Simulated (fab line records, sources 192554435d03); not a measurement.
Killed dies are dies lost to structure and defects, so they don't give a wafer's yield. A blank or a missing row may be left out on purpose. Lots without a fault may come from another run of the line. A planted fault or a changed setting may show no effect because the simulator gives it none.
Which tool did it? | flow n5_finfet | 10 lots, 29 wafers sampled, at 5 steps of a route of 1938

WHAT THE GAUGES READ, wafer by wafer
N5_SDB_INSPECT_36: inspects for defects (darkfield).
lot  | measured    | on                | raw_defect_count
L341 | day 4 10:28 | defect_inspect-01 | 22 40 44
L342 | day 4 12:50 | defect_inspect-01 | 38 29 76
L343 | day 4 12:56 | defect_inspect-01 | 36 35 34
L347 | day 5 11:47 | defect_inspect-01 | 32 33 53
L349 | day 6 01:07 | defect_inspect-01 | 30 19 22
L352 | day 6 18:10 | defect_inspect-01 | 16 15 21
L353 | day 7 02:41 | defect_inspect-02 | 37 28 31
L357 | day 7 23:36 | defect_inspect-01 | 67 41
L360 | day 8 20:29 | defect_inspect-02 | 70 80 95
L363 | day 9 12:02 | defect_inspect-01 | 21 11 21

N5_HKMG_FIN_CD_MEAS_49: target cd 202 nm.
lot  | measured    | on        | cd_nm (nm)
L341 | day 4 12:00 | cd_sem-01 | 203.0 203.2 201.8
L342 | day 4 14:33 | cd_sem-01 | 201.8 202.7 201.8
L343 | day 4 14:44 | cd_sem-02 | 201.9 202.2 201.3
L347 | day 5 13:51 | cd_sem-03 | 202.4 202.4 202.2
L349 | day 6 02:52 | cd_sem-02 | 201.4 203.0 202.1
L352 | day 6 19:58 | cd_sem-03 | 203.2 201.7 202.9
L353 | day 7 04:18 | cd_sem-03 | 202.1 202.8 202.6
L357 | day 8 01:11 | cd_sem-01 | 202.7 202.8
L360 | day 8 22:07 | cd_sem-02 | 202.6 201.9 201.6
L363 | day 9 13:35 | cd_sem-03 | 202.0 202.6 202.7

N5_BEOL_M4_RC_MEAS_101.
lot  | measured     | on        | DIBL_N (mV/V)  | DIBL_P (mV/V)  | IOFF_N (nA/um)    | IOFF_P (nA/um) | ION_N (uA/um) | ION_P (uA/um) | SS_N (mV/dec)  | SS_P (mV/dec)  | VT_N (mV)         | VT_P (mV)
L341 | day 9 00:48  | prober-02 | 37.5 34.2 36.4 | 37.4 33.4 35.8 | 0.178 0.133 0.157 | 0.29 0.23 0.26 | 673 672 666   | 469 475 468   | 71.7 70.0 71.2 | 73.6 73.3 73.5 | 248.0 251.1 253.0 | -242 -245 -243
L342 | day 9 05:26  | prober-01 | 35.0 38.3 39.0 | 33.2 38.5 38.7 | 0.116 0.186 0.196 | 0.17 0.26 0.26 | 670 688 700   | 455 474 477   | 71.2 72.9 72.4 | 73.0 73.9 73.9 | 252.2 245.6 245.2 | -252 -247 -246
L343 | day 13 19:13 | prober-01 | 34.5 36.8 37.0 | 35.1 38.3 39.3 | 0.143 0.181 0.202 | 0.19 0.23 0.26 | 664 683 688   | 458 470 469   | 71.8 71.7 72.3 | 73.2 74.0 73.5 | 250.0 249.0 244.7 | -254 -251 -247
L347 | day 12 00:50 | prober-02 | 34.7 35.7 35.7 | 35.6 36.4 36.5 | 0.134 0.155 0.146 | 0.18 0.20 0.19 | 666 679 674   | 460 461 465   | 71.4 71.4 71.2 | 72.7 72.8 72.5 | 252.2 248.9 249.6 | -252 -251 -251
L349 | day 12 12:19 | prober-01 | 32.5 35.8 33.1 | 32.9 37.7 34.8 | 0.102 0.158 0.113 | 0.15 0.21 0.17 | 657 673 662   | 452 465 463   | 70.8 71.1 70.6 | 71.7 73.0 72.3 | 255.7 249.3 252.1 | -254 -248 -254
L352 | day 13 09:31 | prober-01 | 38.1 36.0 37.3 | 39.2 36.2 37.9 | 0.194 0.148 0.170 | 0.22 0.17 0.20 | 699 669 677   | 468 449 454   | 71.7 71.4 71.6 | 73.8 73.2 73.6 | 248.7 251.7 249.3 | -251 -256 -255
L353 | day 13 12:22 | prober-02 | 35.6 37.3 38.7 | 36.0 38.0 38.1 | 0.124 0.157 0.185 | 0.18 0.21 0.22 | 651 668 668   | 450 456 457   | 71.6 72.5 72.8 | 72.4 72.9 73.2 | 252.7 251.6 248.1 | -252 -251 -249
L357 | day 14 04:01 | prober-01 | 35.8 34.4      | 35.0 34.3      | 0.147 0.138       | 0.18 0.18      | 667 684       | 456 466       | 71.2 71.4      | 73.4 73.2      | 253.0 249.5       | -254 -255
L360 | day 15 04:00 | prober-01 | 35.2 33.8 36.6 | 32.4 32.5 35.7 | 0.128 0.107 0.150 | 0.17 0.17 0.22 | 662 669 673   | 459 462 466   | 70.8 70.2 71.1 | 72.1 72.8 72.9 | 256.1 258.0 251.3 | -253 -255 -248
L363 | day 15 08:19 | prober-01 | 36.7 37.2 36.0 | 35.6 37.2 34.8 | 0.158 0.174 0.164 | 0.24 0.26 0.23 | 666 677 686   | 465 471 477   | 71.5 71.2 71.5 | 73.4 73.7 73.0 | 252.7 247.7 248.4 | -247 -243 -247

WHICH TOOL RAN EACH LOT (tool, then ch and the chambers of the sampled wafers, then the start)
lot  | N5_HKMG_FIN_ETCH_55               | N5_HKMG_FIN_ALD_79
L341 | rie_diel-03 ch 2,3, day 4 12:15   | ald_metal-02 ch 0,1,3, day 4 13:34
L342 | rie_diel-01 ch 0,1,3, day 4 14:44 | ald_metal-04 ch 0,1, day 4 16:00
L343 | rie_diel-03 ch 0,1,3, day 4 14:55 | ald_metal-02 ch 0,1,3, day 4 16:11
L347 | rie_diel-05 ch 0,1,3, day 5 14:02 | ald_metal-04 ch 0,1,3, day 5 15:18
L349 | rie_diel-01 ch 0,2,3, day 6 03:03 | ald_metal-02 ch 0,2,3, day 6 04:20
L352 | rie_diel-05 ch 1,2, day 6 20:23   | ald_metal-02 ch 0,2,3, day 6 21:40
L353 | rie_diel-01 ch 1,3, day 7 04:29   | ald_metal-04 ch 1,2, day 7 05:46
L357 | rie_diel-01 ch 0,3, day 8 01:25   | ald_metal-04 ch 0,3, day 8 02:41
L360 | rie_diel-01 ch 0,1,2, day 8 22:33 | ald_metal-02 ch 0,1,3, day 8 23:49
L363 | rie_diel-05 ch 2,3, day 9 13:46   | ald_metal-02 ch 0,2, day 9 15:02
- N5_HKMG_FIN_ETCH_55: etches SOC in N2/H2, target depth 240 nm, time 300 s.
- N5_HKMG_FIN_ALD_79: deposits TiN, target thk 1.5 nm, pulse time 1 s, purge time 3 s.

WHAT THE TOOLS THEMSELVES READ (means of the sampled wafers that have a number; where no wafer has one, the mark that the record gives instead)
N5_HKMG_FIN_ETCH_55.
lot  | tool        | drypump_motor_current_A (A) | oes_product_au (a.u.) | rf_vpp_V (V) | showerhead_plenum_p_Torr (Torr) | throttle_valve_pct (%)
L341 | rie_diel-03 | 6.3                         | 0.85                  | 526.5        | 2.61                            | 17.99
L342 | rie_diel-01 | 5.9                         | 0.83                  | 520.6        | 2.43                            | 17.58
L343 | rie_diel-03 | 6.0                         | 0.85                  | 525.3        | 2.57                            | 17.94
L347 | rie_diel-05 | 5.7                         | 0.75                  | 523.5        | 2.52                            | 17.78
L349 | rie_diel-01 | 5.6                         | 0.76                  | 521.6        | 2.46                            | 17.73
L352 | rie_diel-05 | 5.8                         | 0.84                  | 524.9        | 2.59                            | 17.82
L353 | rie_diel-01 | 5.6                         | 0.80                  | 519.0        | 2.38                            | 17.52
L357 | rie_diel-01 | 5.7                         | 0.93                  | 519.2        | 2.38                            | 17.70
L360 | rie_diel-01 | 6.0                         | 0.99                  | 522.5        | 2.52                            | 17.83
L363 | rie_diel-05 | 5.6                         | 0.87                  | 524.5        | 2.53                            | 17.58

N5_HKMG_FIN_ALD_79.
lot  | tool         | heater_power_w (W) | precursor_pulse_height_rel
L341 | ald_metal-02 | 953                | 1.003
L342 | ald_metal-04 | 847                | 0.978
L343 | ald_metal-02 | 970                | 1.004
L347 | ald_metal-04 | 844                | 1.021
L349 | ald_metal-02 | 943                | 1.014
L352 | ald_metal-02 | 930                | 0.988
L353 | ald_metal-04 | 812                | 1.020
L357 | ald_metal-04 | 852                | 0.998
L360 | ald_metal-02 | 956                | 0.996
L363 | ald_metal-02 | 924                | 0.990

THE ANSWER, worked out from the rows above alone
Rule: what is usual is taken from the lots themselves. Put in order of their means at a reading, lots are off if they are a third of the lots or fewer, leave a main group of 4 or more, and stand apart from it by a gap of 3 or more times the standard deviation of the main group's means; of several such gaps the widest counts. A main group whose means are all the same, to the digits that the tables above print for the reading, isn't used. A lot without any number at a reading at which 4 lots or more have one is off too. The other lots that the step has rows for count as sound. The gauges are gone through in route order, then the tools' own readings, and for those a lot's mean is taken as printed above. The first step at which some lot is off is used, and at that step the reading that is off furthest; a lot without a number counts as furthest.
No lot is off at any reading shown: from this, nothing can be told.

WHAT THE SIMULATOR HAD PUT IN
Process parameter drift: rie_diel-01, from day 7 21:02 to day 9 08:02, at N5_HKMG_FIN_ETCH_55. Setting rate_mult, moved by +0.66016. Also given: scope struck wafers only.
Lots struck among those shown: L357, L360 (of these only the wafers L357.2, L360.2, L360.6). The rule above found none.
